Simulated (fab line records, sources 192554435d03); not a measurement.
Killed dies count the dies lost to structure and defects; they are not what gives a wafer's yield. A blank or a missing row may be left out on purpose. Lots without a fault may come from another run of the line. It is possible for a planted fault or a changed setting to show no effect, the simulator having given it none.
fab line records ; flow n5_finfet
record: lots: 6; wafers: 16; last_day: 17
route steps=1938 shown TV_LITHO@1876 TV_OPEN@1887 PASSIVATION@1936
lots untouched by any fault: they come from a run of this same line in which no faults occurred
start_h: the number of hours between the record's first day and the start of the first shown wafer of the lot ; wait_h: how many hours have passed since the lot's step before this one ; " as in the row above ; L1.1+2: a row that stands for several wafers ; - either no value or no given start ; * or withheld: withheld ; < > ~ a bound
route shown NAME@n: NAME is a module with steps in the file, n the number in the route of the first one ; usual: mean/standard deviation taken from wafers without a fault ; same: alike in all rows ; chamber/n: place in a boat ; sites: each site's reading ; _std_site: the standard deviation of these ; _edge_site: the outer-site mean with the inner-site mean subtracted ; radius_mm: for every site, how far away it sits from the centre of the wafer ; mask NAME#n: copy n ; behind: the tool/chamber that last shaped the wafer ; hold: why the lot went on hold/how many hours it stayed there/how the hold came to an end ; device: the n, p or np transistor that did not switch ; end of line: the tests these same wafers got at the end of their route ; a step given without rows: its recipe and nothing more ; killed: at the first sort, the dies lost to defects and structure; wafer yield is something else ; map: shows each die of a wafer: x if killed, . if not, _ if none is there
set.NAME: the run value of the setting; set.NAME@STEP: its run value at that earlier step ; model.NAME: the simulator's own value behind a step, which no gauge read
a table for each step, a row for each wafer; lots at some steps of the route
services: from which hour (start_h, from the record's first day; less than 0 if before it) a tool's chamber was out of use, for how many hours, and why
== steps ==
step: N5_PASSIVATION_COAT_04
recipe: spin_rpm: *; resist_thk_nm: *
step: N5_PASSIVATION_EBR_06
recipe: solvent: PGMEA; ebr_width_mm: 1.5
step: N5_PASSIVATION_SOFTBAKE_05
recipe: temp_c: 100; time_s: 90
step: N5_PASSIVATION_EXPOSE_07
recipe: mask_id: TV; na: 0.55; source_shape: conventional; sigma_outer: 0.8; polarization: unpolarized; defocus_nm: 0; target_cd_nm: 3000; dose_mj: 22.75
step: N5_PASSIVATION_PEB_08
recipe: peb_temp_c: withheld; peb_time_s: *
step: N5_PASSIVATION_DEVELOP_09
recipe: develop_time_s: 60; rinse_liquid: diw; dry: air_spin; dev_temp_c: 21
step: N5_PASSIVATION_HARDBAKE_11
recipe: temp_c: 130; time_s: 120
step: N5_PASSIVATION_CD_MEAS_10
recipe: target_cd_nm: 3000; landing_energy_ev: 500; detector: se_inlens
usual: cd_nm: 3000.5/2.3
lot.wafer;tool;chamber;start_h;wait_h;cd_nm
L848.2;cd_sem-02;0;298.07;-;3005.2
L848.3;cd_sem-02;0;298.07;-;3005.6
L848.5;cd_sem-02;0;298.07;-;3004.3
L850.1;cd_sem-02;0;322.16;-;3002.9
L850.4;cd_sem-02;0;322.16;-;3001.5
L850.5;cd_sem-02;0;322.16;-;3001.6
L854.3;cd_sem-03;0;332.57;-;3003.9
L854.4;cd_sem-03;0;332.57;-;3001.2
L855.4;cd_sem-02;0;338.92;-;3000.7
L855.5;cd_sem-02;0;338.92;-;3002.8
L862.2;cd_sem-01;0;402.46;-;2999.7
L862.3;cd_sem-01;0;402.46;-;3001.3
L862.5;cd_sem-01;0;402.46;-;3000.8
L864.1;cd_sem-03;0;406.28;-;3003.3
L864.2;cd_sem-03;0;406.28;-;3003.3
L864.5;cd_sem-03;0;406.28;-;2999.3
step: N5_PASSIVATION_OVL_MEAS_60
recipe: points_per_wafer: 44
usual: TV_OVL: 6/5
lot.wafer;tool;chamber;start_h;wait_h;TV_OVL[nm]
L848.2;overlay-02;0;298.10;0.0;2
L848.3;overlay-02;0;298.10;0.0;5
L848.5;overlay-02;0;298.10;0.0;7
L850.1;overlay-02;0;322.19;0.0;9
L850.4;overlay-02;0;322.19;0.0;1
L850.5;overlay-02;0;322.19;0.0;4
L854.3;overlay-01;0;332.60;0.0;4
L854.4;overlay-01;0;332.60;0.0;-4
L855.4;overlay-02;0;338.95;0.0;8
L855.5;overlay-02;0;338.95;0.0;7
L862.2;overlay-01;0;402.49;0.0;4
L862.3;overlay-01;0;402.49;0.0;0
L862.5;overlay-01;0;402.49;0.0;-3
L864.1;overlay-02;0;406.31;0.0;3
L864.2;overlay-02;0;406.31;0.0;1
L864.5;overlay-02;0;406.31;0.0;6
step: N5_PASSIVATION_INSPECT_61
recipe: mode: adi; inspect_instrument: macro
usual: raw_defect_count: 2.0/1.5
lot.wafer;tool;chamber;start_h;wait_h;raw_defect_count
L848.2;defect_inspect-01;-;298.12;0.0;0
L848.3;defect_inspect-01;-;298.12;0.0;1
L848.5;defect_inspect-01;-;298.12;0.0;2
L850.1;defect_inspect-02;-;322.21;0.0;4
L850.4;defect_inspect-02;-;322.21;0.0;4
L850.5;defect_inspect-02;-;322.21;0.0;1
L854.3;defect_inspect-01;-;332.62;0.0;3
L854.4;defect_inspect-01;-;332.62;0.0;4
L855.4;defect_inspect-01;-;338.97;0.0;1
L855.5;defect_inspect-01;-;338.97;0.0;4
L862.2;defect_inspect-01;-;402.52;0.0;4
L862.3;defect_inspect-01;-;402.52;0.0;0
L862.5;defect_inspect-01;-;402.52;0.0;4
L864.1;defect_inspect-02;-;406.34;0.0;3
L864.2;defect_inspect-02;-;406.34;0.0;2
L864.5;defect_inspect-02;-;406.34;0.0;2
step: N5_PASSIVATION_DESCUM_12
recipe: chemistry: O2; time_s: 7.9; source_power_w: 50; bias_power_w: 20; pressure_mtorr: 20; rf_frequency_hz: 2.712e+07; temp_c: 40; o2_flow_sccm: 225
usual: drypump_motor_current_A: 5.7/0.51; oes_product_au: 0.81/0.083; rf_vpp_V: 242.9/1.4; showerhead_plenum_p_Torr: 2.07/0.065; throttle_valve_pct: 20.30/0.18
lot.wafer;tool;chamber;start_h;wait_h;drypump_motor_current_A;oes_product_au;rf_hours_counter_h;rf_vpp_V;showerhead_plenum_p_Torr;throttle_valve_pct
L848.2;rie_diel-06;0;298.15;0.0;5.8;0.88;48;243.0;2.05;20.24
L848.3;rie_diel-06;3;298.15;0.0;5.9;0.81;87;242.5;2.03;20.24
L848.5;rie_diel-06;0;298.15;0.0;5.8;0.88;-;242.7;2.05;20.25
L850.1;rie_diel-02;2;322.25;0.0;6.0;0.88;57;243.7;2.04;20.47
L850.4;rie_diel-02;0;322.25;0.0;5.9;1.00;1;242.1;2.06;20.13
L850.5;rie_diel-02;0;322.25;0.0;5.9;1.00;-;242.0;2.06;20.14
L854.3;rie_diel-06;2;332.65;0.0;5.7;0.95;3;241.5;2.06;19.88
L854.4;rie_diel-06;0;332.65;0.0;5.8;0.87;60;242.4;2.05;20.27
L855.4;rie_diel-06;3;339.17;0.2;5.9;0.79;102;241.5;2.03;20.26
L855.5;rie_diel-06;1;339.17;0.2;6.6;0.82;-;245.5;2.19;20.44
L862.2;rie_diel-01;2;402.89;0.4;5.0;0.75;140;241.5;2.02;20.34
L862.3;rie_diel-01;0;402.89;0.4;5.7;0.69;220;243.8;2.16;20.66
L862.5;rie_diel-01;2;402.89;0.4;5.0;0.75;-;241.3;2.02;20.34
L864.1;rie_diel-01;2;406.58;0.2;4.9;0.75;142;242.2;2.02;20.34
L864.2;rie_diel-01;3;406.58;0.2;4.7;0.76;162;241.3;2.01;20.36
L864.5;rie_diel-01;3;406.58;0.2;4.7;0.76;-;242.0;2.01;20.37
step: N5_PASSIVATION_PASS_ETCH_74
recipe: chemistry: CF4/O2; target: SiNx; target_depth_a: 2200; time_s: 110; ion_energy_ev: 100; pressure_mtorr: 40; source_w: 535; bias_w: 49; Ar_flow_sccm: 100; cf4_flow_sccm: 100; O2_flow_sccm: 10
usual: drypump_motor_current_A: 5.7/0.51; oes_product_au: 0.81/0.085; rf_vpp_V: 240/3.3; showerhead_plenum_p_Torr: 2.18/0.069; throttle_valve_pct: 15.84/0.2
lot.wafer;tool;chamber;start_h;wait_h;drypump_motor_current_A;oes_product_au;rf_hours_counter_h;rf_vpp_V;showerhead_plenum_p_Torr;throttle_valve_pct
L848.2;rie_diel-06;0;298.22;0.0;5.8;0.89;48;238;2.15;15.73
L848.3;rie_diel-06;3;298.22;0.0;5.9;0.81;87;239;2.14;15.75
L848.5;rie_diel-06;0;298.22;0.0;5.8;0.89;-;238;2.15;15.72
L850.1;rie_diel-02;2;322.31;0.0;6.0;0.86;57;238;2.15;15.96
L850.4;rie_diel-02;0;322.31;0.0;5.9;0.99;1;239;2.17;15.66
L850.5;rie_diel-02;0;322.31;0.0;5.9;0.99;-;238;2.17;15.67
L854.3;rie_diel-06;2;332.72;0.0;5.6;0.95;3;238;2.16;15.39
L854.4;rie_diel-06;0;332.72;0.0;5.8;0.87;60;239;2.15;15.74
L855.4;rie_diel-06;3;339.23;0.0;5.9;0.79;102;240;2.13;15.78
L855.5;rie_diel-06;1;339.23;0.0;6.6;0.82;-;247;2.31;16.00
L862.2;rie_diel-01;2;402.96;0.0;5.0;0.75;140;239;2.13;15.86
L862.3;rie_diel-01;0;402.96;0.0;5.8;0.68;220;245;2.27;16.27
L862.5;rie_diel-01;2;402.96;0.0;4.9;0.74;-;241;2.13;15.85
L864.1;rie_diel-01;2;406.64;0.0;4.9;0.74;142;239;2.12;15.86
L864.2;rie_diel-01;3;406.64;0.0;4.7;0.75;162;240;2.11;15.90
L864.5;rie_diel-01;3;406.64;0.0;4.7;0.75;-;240;2.11;15.91
step: N5_PASSIVATION_VIA_ETCH_13
recipe: chemistry: CHF3/O2; target: SiO2; target_depth_a: 6600; CHF3_flow_sccm: 50; O2_flow_sccm: 5; Ar_flow_sccm: 200; time_s: 330; mask_material: PR; pressure_mtorr: 30; source_w: 650; bias_w: 170; ion_energy_ev: 200; ends: cleared
usual: drypump_motor_current_A: 5.7/0.51; etch_rf_on_time_s: 237/4.2; oes_product_au: 0.73/0.075; rf_vpp_V: 523/7; showerhead_plenum_p_Torr: 2.38/0.078; throttle_valve_pct: 18.73/0.19
lot.wafer;tool;chamber;start_h;wait_h;drypump_motor_current_A;etch_rf_on_time_s;oes_product_au;rf_hours_counter_h;rf_vpp_V;showerhead_plenum_p_Torr;throttle_valve_pct
L848.2;rie_diel-06;0;298.31;0.0;5.8;232;0.80;48;519;2.35;18.63
L848.3;rie_diel-06;3;298.31;0.0;5.9;235;0.73;87;521;2.34;18.68
L848.5;rie_diel-06;0;298.31;0.0;5.8;239;0.81;-;517;2.35;18.61
L850.1;rie_diel-02;2;322.41;0.0;6.0;233;0.78;57;518;2.34;18.83
L850.4;rie_diel-02;0;322.41;0.0;6.0;232;0.89;1;518;2.38;18.64
L850.5;rie_diel-02;0;322.41;0.0;5.9;234;0.90;-;518;2.38;18.62
L854.3;rie_diel-06;2;332.81;0.0;5.6;145;1.15;3;523;2.37;18.38
L854.4;rie_diel-06;0;332.81;0.0;5.8;146;1.05;60;517;2.34;18.70
L855.4;rie_diel-06;3;339.33;0.0;5.9;150;0.97;102;520;2.33;18.76
L855.5;rie_diel-06;1;339.33;0.0;6.6;242;0.74;-;538;2.53;18.92
L862.2;rie_diel-01;2;403.05;0.0;4.9;240;0.67;140;522;2.32;18.72
L862.3;rie_diel-01;0;403.05;0.0;5.8;242;0.62;220;530;2.49;19.17
L862.5;rie_diel-01;2;403.05;0.0;4.9;242;0.67;-;521;2.32;18.72
L864.1;rie_diel-01;2;406.74;0.0;5.0;240;0.66;142;522;2.32;18.73
L864.2;rie_diel-01;3;406.74;0.0;4.7;242;0.68;163;524;2.30;18.73
L864.5;rie_diel-01;3;406.74;0.0;4.7;243;0.67;-;522;2.30;18.73
step: N5_PASSIVATION_STRIP_14
recipe: chemistry: O2; power_w: 600; temp_c: 60; pressure_mtorr: 30; rf_frequency_hz: 6e+07; bias_power_w: 0; overash_fraction: 0.5; o2_flow_sccm: 225
usual: drypump_motor_current_A: 5.7/0.51; oes_product_au: 0.81/0.084; rf_vpp_V: 3.7/0.97; showerhead_plenum_p_Torr: 2.07/0.065; throttle_valve_pct: 16.54/0.18
lot.wafer;tool;chamber;start_h;wait_h;drypump_motor_current_A;oes_product_au;rf_hours_counter_h;rf_vpp_V;showerhead_plenum_p_Torr;throttle_valve_pct
L848.2;rie_diel-06;0;298.51;0.1;5.8;0.89;48;5.5;2.06;16.46
L848.3;rie_diel-06;3;298.51;0.1;5.9;0.81;87;3.0;2.04;16.45
L848.5;rie_diel-06;0;298.51;0.1;5.8;0.88;-;3.9;2.06;16.45
L850.1;rie_diel-02;2;322.60;0.1;6.0;0.86;57;2.9;2.05;16.69
L850.4;rie_diel-02;0;322.60;0.1;5.9;0.99;2;1.4;2.06;16.37
L850.5;rie_diel-02;0;322.60;0.1;5.9;1.00;-;3.0;2.06;16.35
L854.3;rie_diel-06;2;333.01;0.1;5.6;0.95;3;3.3;2.06;16.11
L854.4;rie_diel-06;0;333.01;0.1;5.8;0.85;61;4.7;2.05;16.51
L855.4;rie_diel-06;3;339.52;0.1;5.9;0.78;102;3.7;2.03;16.49
L855.5;rie_diel-06;1;339.52;0.1;6.6;0.83;-;3.5;2.20;16.68
L862.2;rie_diel-01;2;403.25;0.1;5.0;0.76;140;4.8;2.03;16.60
L862.3;rie_diel-01;0;403.25;0.1;5.7;0.69;220;3.1;2.16;16.95
L862.5;rie_diel-01;2;403.25;0.1;4.9;0.76;-;3.8;2.03;16.57
L864.1;rie_diel-01;2;406.93;0.1;5.0;0.75;142;3.3;2.03;16.60
L864.2;rie_diel-01;3;406.93;0.1;4.7;0.75;163;4.4;2.01;16.64
L864.5;rie_diel-01;3;406.93;0.1;4.7;0.76;-;3.9;2.01;16.60
step: N5_PASSIVATION_PROBE_49
usual: defect_limited_yield: 91.3/1.4; killed_at_M0_to_M3: 35/11; killed_at_M4_up: 14/5.4; killed_at_contacts: 12/6.2; killed_at_front_end: 38/11; killed_at_other: 4.1/2.8; killed_dies: 103/17; killed_open: 66/13; killed_short: 34/8.2; sort_bin_5_function: 5.1/0.89; sort_bin_6_memory: 3.3/0.72; sort_n_pass: 1077/17; sort_yield_pct: 91.3/1.4
same: gross_dies: 1180; killed_at_back_side: 0; sort_bin_4_leakage[%]: 0; sort_bin_8_speed[%]: 0
lot.wafer;tool;chamber;start_h;wait_h;defect_limited_yield[%];killed_at_M0_to_M3;killed_at_M4_up;killed_at_contacts;killed_at_front_end;killed_at_other;killed_dies;killed_open;killed_short;sort_bin_5_function[%];sort_bin_6_memory[%];sort_n_pass;sort_yield_pct[%]
L862.2;prober-01;-;410.47;0.1;92.1;42;10;14;25;2;93;47;45;5.0;2.5;1087;92.1
L862.3;prober-01;-;410.52;0.1;91.7;43;13;5;36;1;98;57;38;4.2;3.2;1082;91.7
L862.5;prober-01;-;410.62;0.2;91.5;45;5;2;48;0;100;65;33;5.2;2.9;1080;91.5
killed by level:class
L862.2 BEOL_M0_SAQP:geometric_particle:short=21 MOL_CONTACT_COAG:geometric_particle:open=12 BEOL_M0_SAQP:geometric_particle:open=6 BEOL_M2:geometric_particle:short=5 BEOL_M3:geometric_particle:open=4 DUMMY_GATE:geometric_particle:open=4 STARTING-WAFER:geometric_particle:open=4 STI_FIN_REVEAL:geometric_particle:open=3
L862.3 BEOL_M0_SAQP:geometric_particle:short=14 BEOL_M0_SAQP:geometric_particle:open=9 DUMMY_GATE:geometric_particle:open=8 STI_FIN_REVEAL:geometric_particle:open=7 FIN_SAQP:geometric_particle:short=5 BEOL_M2:geometric_particle:short=5 BEOL_M3:geometric_particle:open=5 BEOL_M4:geometric_particle:open=5
L862.5 BEOL_M0_SAQP:geometric_particle:open=17 GATE_CUT:geometric_particle:short=9 FIN_SAQP:geometric_particle:open=8 BEOL_M0_SAQP:geometric_particle:short=7 BEOL_M3:geometric_particle:open=7 BEOL_M1:geometric_particle:open=5 STARTING-WAFER:geometric_particle:open=5 STI_FIN_REVEAL:geometric_particle:open=4
== services ==
tool;chamber;start_h;hours;kind
rie_diel-06;-;276.05;14.6;pm
rie_diel-02;-;279.98;0.2;repair
rie_diel-02;0;283.46;-;clean
rie_diel-02;0;283.46;-;consumable_replace:focus_ring
rie_diel-02;0;283.46;27.3;scheduled_down
rie_diel-02;0;283.46;27.3;vent_cycle
rie_diel-06;2;307.59;1.2;repair
rie_diel-06;2;308.94;-;clean
rie_diel-06;2;308.94;-;consumable_replace:focus_ring
rie_diel-06;2;308.94;16.3;scheduled_down
rie_diel-06;2;308.94;16.3;vent_cycle
rie_diel-02;0;316.35;5.3;repair
rie_diel-02;3;326.91;-;clean
rie_diel-02;3;326.91;-;consumable_replace:focus_ring
rie_diel-02;3;326.91;21.4;scheduled_down
rie_diel-02;3;326.91;21.4;vent_cycle
rie_diel-06;2;335.32;3.3;repair
rie_diel-02;3;363.11;7.7;repair
rie_diel-01;3;399.61;4.3;repair
== key ==
first_sign: step: N5_PASSIVATION_VIA_ETCH_13; reading: etch_rf_on_time_s; direction: down; sigmas: 21; usual: *; struck: *
effect: step: N5_PASSIVATION_VIA_ETCH_13; reading: oes_product_au; direction: up; sigmas: 4.4; usual: 0.73; struck: 1.05
met_at N5_PASSIVATION_VIA_ETCH_13
struck_wafers L854.3,L854.4,L855.4
onset_between 298.31 332.81
fault: kind: process_parameter_drift; tool: rie_diel-06; chamber: -; onset_h: 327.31; steps: N5_PASSIVATION_VIA_ETCH_13; channel: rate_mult; offset: 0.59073; shape: step; end_h: 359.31; scope: struck_wafers_only
